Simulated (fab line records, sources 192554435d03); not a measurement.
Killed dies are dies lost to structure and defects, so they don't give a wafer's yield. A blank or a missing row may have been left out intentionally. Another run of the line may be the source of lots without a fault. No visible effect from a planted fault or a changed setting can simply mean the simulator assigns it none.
fab line records    flow n5Finfet
record: lots: 5  wafers: 15  lastDay: 19
route steps=1938 shown BEOL_M8@1379 PASSIVATION@1936
lots that met no fault: from a run of the same line without faults
startH: the number of hours between the record's first day and the start of the first shown wafer of the lot    waitH: time in hours since the lot's previous step    " identical to the entry in the row above    L1.1+2: several wafers, shown together as one row    - value missing, or start not given    * or withheld: withheld    < > ~ a bound
route shown NAME@n: a module of which the file shows steps, and the number in the route of the first    usual: the fault-free wafers' mean and standard deviation    same: alike in all rows    chamber/n: place in a boat    sites: each site's reading    _std_site: the values' standard deviation    _edge_site: outer sites' mean less inner sites'    radiusMm: for every site, how far away it sits from the centre of the wafer    mask NAME#n: copy n    behind: the tool/chamber that last shaped the wafer    hold: the reason the lot was held/the length of the hold in hours/how it ended    device: which transistor (n, p or np) failed to switch    end of line: the route-end tests of the same wafers    a step given without rows: its recipe and nothing more    killed: the dies lost at the first sort to structure and to defects; this is not the yield of the wafer    map: shows each die of a wafer: x if killed, . if not, _ if none is there
set.NAME: the setting that was run; set.NAME@STEP: the one run at that earlier step    model.NAME: the simulator's own value behind a step, which no gauge read
lots at some steps of the route; a table a step, a row a wafer
services: from which hour (startH, from the record's first day; less than 0 if before it) a tool's chamber was out of use, for how many hours, and why
== steps ==
step: N5_BEOL_M8_STRIP_80
recipe: chemistry: N2/H2  timeS: 10  powerW: 450  tempC: 40  pressureMtorr: 20  rfFrequencyHz: 6e+07  biasPowerW: 7  n2FlowSccm: 200  h2FlowSccm: 200
usual: drypumpMotorCurrentA: 5.6/0.35  oesProductAu: 0.82/0.08  rfVppV: 59.4/0.84  showerheadPlenumPTorr: 2.59/0.065  throttleValvePct: 23.31/0.25
lot.wafer  tool        chamber  startH  waitH  drypumpMotorCurrentA  oesProductAu  rfHoursCounterH  rfVppV  showerheadPlenumPTorr  throttleValvePct
L503.1     rieDiel-01  0        -       -      5.9                   0.87          39               59.6    2.69                   23.11
L503.3     "           3        "       "      5.3                   0.88          46               60.4    2.57                   23.29
L503.5     "           0        "       "      5.9                   0.87          -                58.6    2.69                   23.09
L506.2     rieDiel-06  3        -       -      5.0                   0.69          234              59.8    2.39                   23.30
L506.3     "           2        "       "      5.6                   0.91          18               60.3    2.60                   23.37
L506.4     "           1        "       "      5.6                   0.79          108              58.4    2.55                   23.61
L516.3     rieDiel-01  3        -       -      5.2                   0.83          85               58.2    2.56                   23.35
L516.4     "           2        "       "      5.9                   0.77          -                58.8    2.66                   23.33
L516.6     "           0        "       "      5.9                   0.83          -                58.5    2.67                   23.14
L523.3     rieDiel-04  2        -       -      5.9                   0.98          1                57.7    2.48                   23.48
L523.4     "           2        "       "      5.9                   0.98          -                59.5    2.48                   23.49
L523.5     "           0        "       "      6.1                   0.85          -                58.7    2.56                   23.32
L524.1     rieDiel-04  2        -       -      5.9                   0.95          4                59.9    2.48                   23.49
L524.4     "           0        "       "      6.1                   0.85          -                60.5    2.56                   23.35
L524.5     "           3        "       "      5.5                   0.82          -                60.6    2.55                   23.05
step: N5_BEOL_M8_OCD_MEAS_38
usual: trenchDepthNm: 93.4/1.8
lot.wafer  tool    chamber  startH  waitH  trenchDepthNm
L503.1     ocd-02  -        229.71  -      92.7
L503.3     "       -        "       "      95.7
L503.5     "       -        "       "      92.0
L506.2     ocd-02  -        260.36  -      91.4
L506.3     "       -        "       "      94.0
L506.4     "       -        "       "      92.4
L516.3     ocd-01  -        339.96  -      95.5
L516.4     "       -        "       "      90.5
L516.6     "       -        "       "      92.8
L523.3     ocd-01  -        361.65  -      95.7
L523.4     "       -        "       "      95.0
L523.5     "       -        "       "      95.8
L524.1     ocd-01  -        367.74  -      94.4
L524.4     "       -        "       "      94.1
L524.5     "       -        "       "      94.2
step: N5_BEOL_M8_HM_STRIP_39
recipe: chemistry: peroxideTinStrip  material: TiN  targetDepthA: 250  tempC: 50  timeS: 158
step: N5_BEOL_M8_SRD_40
recipe: timeS: 30  tempC: 23  rinseLiquid: diw  dry: ipaMarangoni
step: N5_BEOL_M8_PRECLEAN_42
recipe: chemistry: residueRemover  timeS: 60  tempC: 40
step: N5_BEOL_M8_SRD_43
recipe: timeS: 30  tempC: 23  rinseLiquid: diw  dry: ipaMarangoni
step: N5_BEOL_M8_CD_MEAS_35
recipe: targetCdNm: 40  polarity: opening
usual: cdNm: 39.7/0.62
lot.wafer  tool      chamber  startH  waitH  cdNm
L503.1     cdSem-03  -        229.88  0.0    39.9
L503.3     "         -        "       "      40.2
L503.5     "         -        "       "      40.4
L506.2     cdSem-03  -        260.51  0.0    40.3
L506.3     "         -        "       "      40.3
L506.4     "         -        "       "      39.2
L516.3     cdSem-02  -        340.13  0.0    40.0
L516.4     "         -        "       "      40.2
L516.6     "         -        "       "      39.4
L523.3     cdSem-03  -        361.80  0.0    40.7
L523.4     "         -        "       "      40.2
L523.5     "         -        "       "      40.0
L524.1     cdSem-02  -        367.99  0.0    39.3
L524.4     "         -        "       "      38.9
L524.5     "         -        "       "      38.5
step: N5_BEOL_M8_CURE_75
recipe: tempC: 370  timeS: 120  ambient: DMADMS/He  material: SiCOH_lowk
step: N5_BEOL_M8_DEGAS_44
recipe: ambient: vacuum  tempC: 250  timeS: 60
usual: heaterPowerW: 338/36
lot.wafer  tool           chamber  startH  waitH  heaterPowerW
L503.1     pvdSputter-03  -        230.29  0.3    295
L503.3     "              -        "       "      327
L503.5     "              -        "       "      293
L506.2     pvdSputter-03  -        261.22  0.6    324
L506.3     "              -        "       "      315
L506.4     "              -        "       "      292
L516.3     pvdSputter-02  -        341.10  0.8    328
L516.4     "              -        "       "      392
L516.6     "              -        "       "      370
L523.3     pvdSputter-03  -        362.61  0.6    328
L523.4     "              -        "       "      408
L523.5     "              -        "       "      388
L524.1     pvdSputter-02  -        368.98  0.6    356
L524.4     "              -        "       "      317
L524.5     "              -        "       "      386
step: N5_BEOL_M8_PRE_CLEAN_45
recipe: gas: H2/He  timeS: 30  tempC: 250
step: N5_BEOL_M8_ALD_77
recipe: material: TaN  targetThkA: 20  tempC: 275  aldPrecursorFamily: PDMAT  aldCoReactant: NH3  pressureTorr: 3  carrierFlowSccm: 1500  pulseTimeS: 2  purgeTimeS: 3  coReactantPurgeTimeS: 2  coReactantPulseTimeS: 3  aldCycles: 40  precursorVesselTempC: 75  precursorVesselPressureTorr: 26.25  precursorVesselCarrierSccm: 1000
usual: chamberPressureTorr: 3.000/0.0066  heaterPowerW: 419/39  precursorVesselPressureTorr: 26.25/0.049
lot.wafer  tool         chamber  startH  waitH  chamberPressureTorr  heaterPowerW  precursorVesselPressureTorr
L503.1     aldMetal-02  1        230.39  0.0    3.004                396           26.21
L503.3     "            0        "       "      3.007                438           26.21
L503.5     "            0        "       "      3.002                430           26.34
L506.2     aldMetal-02  1        261.32  0.0    2.990                396           26.29
L506.3     "            0        "       "      3.003                427           26.19
L506.4     "            1        "       "      3.011                390           26.25
L516.3     aldMetal-04  3        341.38  0.2    3.005                452           26.26
L516.4     "            0        "       "      2.997                414           26.21
L516.6     "            0        "       "      2.994                414           26.23
L523.3     aldMetal-04  3        362.88  0.2    3.000                466           26.20
L523.4     "            2        "       "      3.009                361           26.18
L523.5     "            2        "       "      2.999                366           26.21
L524.1     aldMetal-02  0        369.09  0.0    3.003                420           26.24
L524.4     "            1        "       "      2.997                386           26.25
L524.5     "            3        "       "      3.002                470           26.22
step: N5_BEOL_M8_SURFACE_TREAT_79
recipe: gas: Ar  timeS: *  ionEnergyEv: *  ionCurrentMaCm2: 0.5  pressureMtorr: *  arFlowSccm: 30
usual: throttleValvePct: *
lot.wafer  tool           chamber  startH  waitH  throttleValvePct
L503.1     pvdSputter-03  -        230.88  0.4    *
L503.3     "              -        "       "      *
L503.5     "              -        "       "      *
L506.2     pvdSputter-02  -        261.63  0.2    *
L506.3     "              -        "       "      *
L506.4     "              -        "       "      *
L516.3     pvdSputter-01  -        341.84  0.3    *
L516.4     "              -        "       "      *
L516.6     "              -        "       "      *
L523.3     pvdSputter-03  -        363.24  0.2    *
L523.4     "              -        "       "      *
L523.5     "              -        "       "      *
L524.1     pvdSputter-02  -        369.52  0.3    *
L524.4     "              -        "       "      *
L524.5     "              -        "       "      *
step: N5_BEOL_M8_CVD_78
recipe: material: Co  targetThkA: 20  tempC: withheld  precursor: CCTBA/H2  pressureTorr: 30  timeS: 142.3
usual: chamberPressureTorr: 29.99/0.064  runLengthS: 165.3/0.56
lot.wafer  tool      chamber  startH  waitH  chamberPressureTorr  runLengthS
L503.1     cvdCo-01  0        230.96  0.1    29.98                164.8
L503.3     "         2        "       "      29.96                165.1
L503.5     "         0        "       "      29.99                165.3
L506.2     cvdCo-01  2        261.74  0.1    30.07                165.1
L506.3     "         1        "       "      30.02                165.7
L506.4     "         2        "       "      30.16                76.6
L516.3     cvdCo-02  2        342.05  0.2    29.94                165.3
L516.4     "         0        "       "      29.98                165.2
L516.6     "         2        "       "      29.91                165.0
L523.3     cvdCo-01  1        363.37  0.1    29.92                166.0
L523.4     "         1        "       "      30.05                166.2
L523.5     "         0        "       "      29.92                164.7
L524.1     cvdCo-02  2        369.58  0.0    29.99                165.3
L524.4     "         2        "       "      29.95                165.1
L524.5     "         1        "       "      29.80                164.2
step: N5_BEOL_M8_SPUTTER_48
recipe: material: Cu  targetThkA: 100  tempC: -20  biasV: 60  powerW: 26000  chamberPressurePa: 0.13  timeS: 1.667
usual: cathodeDcPowerW: 26000/5.2  chamberPressurePa: 0.13/0.00028  substrateTempC: -19.98/0.11  throttleValvePct: 29.8/0.78
lot.wafer  tool           chamber  startH  waitH  cathodeDcPowerW  chamberPressurePa  substrateTempC  throttleValvePct
L503.1     pvdSputter-03  -        231.12  0.1    26000            0.12943            -20.01          29.4
L503.3     "              -        "       "      25995            0.13013            -19.97          29.0
L503.5     "              -        "       "      25991            0.12971            -20.21          29.0
L506.2     pvdSputter-03  -        261.94  0.2    26001            0.13021            -20.01          29.2
L506.3     "              -        "       "      26006            0.13024            -19.86          29.1
L506.4     "              -        "       "      25999            0.13033            -20.01          29.7
L516.3     pvdSputter-01  -        342.18  0.1    25996            0.12991            -20.01          31.1
L516.4     "              -        "       "      26004            0.13041            -19.89          28.2
L516.6     "              -        "       "      26005            0.13032            -19.85          29.9
L523.3     pvdSputter-02  -        363.54  0.1    26001            0.12977            -19.99          29.1
L523.4     "              -        "       "      26005            0.13012            -20.04          30.2
L523.5     "              -        "       "      26000            0.12963            -20.04          29.8
L524.1     pvdSputter-02  -        370.08  0.5    26006            0.13013            -19.72          28.7
L524.4     "              -        "       "      26002            0.12952            -19.88          29.9
L524.5     "              -        "       "      25997            0.12999            -20.00          28.9
step: N5_PASSIVATION_PROBE_49
usual: defectLimitedYield: 91.3/1.4  killed_at_M0_to_M3: 34/10  killed_at_M4_up: 14/5.5  killedAtContacts: 12/6  killedAtFrontEnd: 40/10  killedAtOther: 3.0/2.4  killedDies: 103/17  killedOpen: 68/13  killedShort: 34/7.8  sort_bin_5_function: 5.1/0.97  sort_bin_6_memory: 3.3/0.66  sortNPass: 1077/17  sortYieldPct: 91.2/1.4
same: grossDies: 1180  killedAtBackSide: 0  sort_bin_4_leakage[%]: 0  sort_bin_8_speed[%]: 0
lot.wafer  tool       chamber  startH  waitH  defectLimitedYield[%]  killed_at_M0_to_M3  killed_at_M4_up  killedAtContacts  killedAtFrontEnd  killedAtOther  killedDies  killedOpen  killedShort  sort_bin_5_function[%]  sort_bin_6_memory[%]  sortNPass  sortYieldPct[%]
L503.1     prober-01  -        294.12  0.0    92.5                   26                  8                24                25                5              88          58          30           4.2                     2.9                   1092       92.5
L503.3     prober-01  -        294.22  0.1    92.5                   24                  14               21                24                5              88          66          22           4.8                     2.5                   1092       92.5
L503.5     prober-01  -        294.32  0.2    89.8                   36                  14               26                42                2              120         75          45           6.1                     3.6                   1060       89.8
L506.2     prober-02  -        323.41  0.5    88.3                   49                  10               9                 65                5              138         75          61           6.4                     4.6                   1042       88.3
L506.3     prober-02  -        323.46  0.5    90.8                   45                  18               7                 36                2              108         65          40           5.1                     3.8                   1072       90.8
L506.4     prober-02  -        323.51  0.6    89.2                   51                  14               3                 57                2              127         86          40           5.7                     4.5                   1053       89.2
L516.4     prober-02  -        410.25  0.2    90.4                   33                  9                11                58                2              113         79          33           5.8                     3.4                   1067       90.4
killed by level:class
L503.1 MOL_CONTACT_COAG:geometricParticle:open=21 BEOL_M2:geometricParticle:open=11 FIN_SAQP:geometricParticle:open=6 STI_FIN_REVEAL:geometricParticle:open=6 BEOL_M3:geometricParticle:short=4 FIN_SAQP:geometricParticle:short=3 MOL_CONTACT_COAG:geometricParticle:short=3 BEOL_M0_SAQP:geometricParticle:short=3
L503.3 MOL_CONTACT_COAG:geometricParticle:open=15 BEOL_M0_SAQP:geometricParticle:open=8 DUMMY_GATE:geometricParticle:open=6 MOL_CONTACT_COAG:geometricParticle:short=6 BEOL_M2:geometricParticle:open=4 BEOL_M4:geometricParticle:open=4 BEOL_M8:geometricParticle:open=4 FIN_SAQP:geometricParticle:open=3
L503.5 MOL_CONTACT_COAG:geometricParticle:open=20 FIN_SAQP:geometricParticle:short=13 FIN_SAQP:geometricParticle:open=10 BEOL_M0_SAQP:geometricParticle:open=8 BEOL_M0_SAQP:geometricParticle:short=7 MOL_CONTACT_COAG:geometricParticle:short=6 BEOL_M0:geometricParticle:open=6 BEOL_M4:geometricParticle:open=5
L506.2 GATE_CUT:geometricParticle:short=21 FIN_SAQP:geometricParticle:open=17 BEOL_M1:geometricParticle:open=9 BEOL_M2:geometricParticle:open=9 FIN_SAQP:geometricParticle:short=8 MOL_CONTACT_COAG:geometricParticle:open=8 BEOL_M0:geometricParticle:short=7 BEOL_M3:geometricParticle:open=7
L506.3 GATE_CUT:geometricParticle:open=9 BEOL_M0_SAQP:geometricParticle:open=8 BEOL_M1:geometricParticle:open=8 BEOL_M4:geometricParticle:open=7 FIN_SAQP:geometricParticle:open=6 GATE_CUT:geometricParticle:short=6 BEOL_M2:geometricParticle:open=6 BEOL_M0_SAQP:geometricParticle:short=6
L506.4 STI_FIN_REVEAL:geometricParticle:open=20 FIN_SAQP:geometricParticle:short=12 BEOL_M1:geometricParticle:open=11 BEOL_M0_SAQP:geometricParticle:short=10 BEOL_M3:geometricParticle:open=9 BEOL_M0_SAQP:geometricParticle:open=8 GATE_CUT:geometricParticle:short=6 BEOL_M2:geometricParticle:open=6
L516.4 STI_FIN_REVEAL:geometricParticle:open=31 MOL_CONTACT_COAG:geometricParticle:open=9 BEOL_M3:geometricParticle:open=7 BEOL_M0_SAQP:geometricParticle:short=6 BEOL_M2:geometricParticle:open=5 FIN_SAQP:geometricParticle:open=4 STI_FIN_REVEAL:geometricParticle:short=4 DUMMY_GATE:geometricParticle:open=4
== services ==
tool           chamber  startH  hours  kind
aldMetal-02    2        212.41  186.2  repair
aldMetal-04    0        220.13  4.8    repair
aldMetal-04    -        222.03  1.1    repair
aldMetal-02    3        226.62  7.0    repair
cvdCo-02       -        251.00  6.0    pm
rieDiel-01     -        252.18  2.8    pm
cvdCo-02       -        264.18  0.8    repair
cvdCo-02       -        303.15  0.8    repair
cvdCo-01       2        307.37  4.8    repair
aldMetal-04    2        311.79  21.3   repair
cvdCo-01       -        336.47  6.0    pm
aldMetal-02    -        337.43  14.0   pm
aldMetal-02    0        337.43  14.0   ventCycle
aldMetal-02    1        337.43  14.0   ventCycle
aldMetal-02    3        337.43  14.0   ventCycle
rieDiel-04     1        338.83  3.5    repair
pvdSputter-01  -        344.74  1.6    repair
cvdCo-01       -        345.27  0.5    repair
pvdSputter-02  -        351.20  11.7   repair
aldMetal-02    0        351.43  -      clean
aldMetal-02    1        351.43  -      clean
aldMetal-02    3        351.43  -      clean
rieDiel-06     1        354.22  10.2   repair
rieDiel-01     0        354.91  5.7    repair
== key ==
firstSign: step: N5_BEOL_M8_CVD_78  reading: runLengthS  direction: down  sigmas: 99+  usual: *  struck: *
effect none on later readings
metAt N5_BEOL_M8_CVD_78
struckWafers L506.4
onsetBetween 230.96 261.74
fault: kind: processParameterDrift  tool: cvdCo-01  chamber: -  onsetH: 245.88  steps: N5_BEOL_M8_CVD_78  channel: timeS  offset: *  shape: step  endH: 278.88  scope: struckWafersOnly  actsIn: *  stated: *
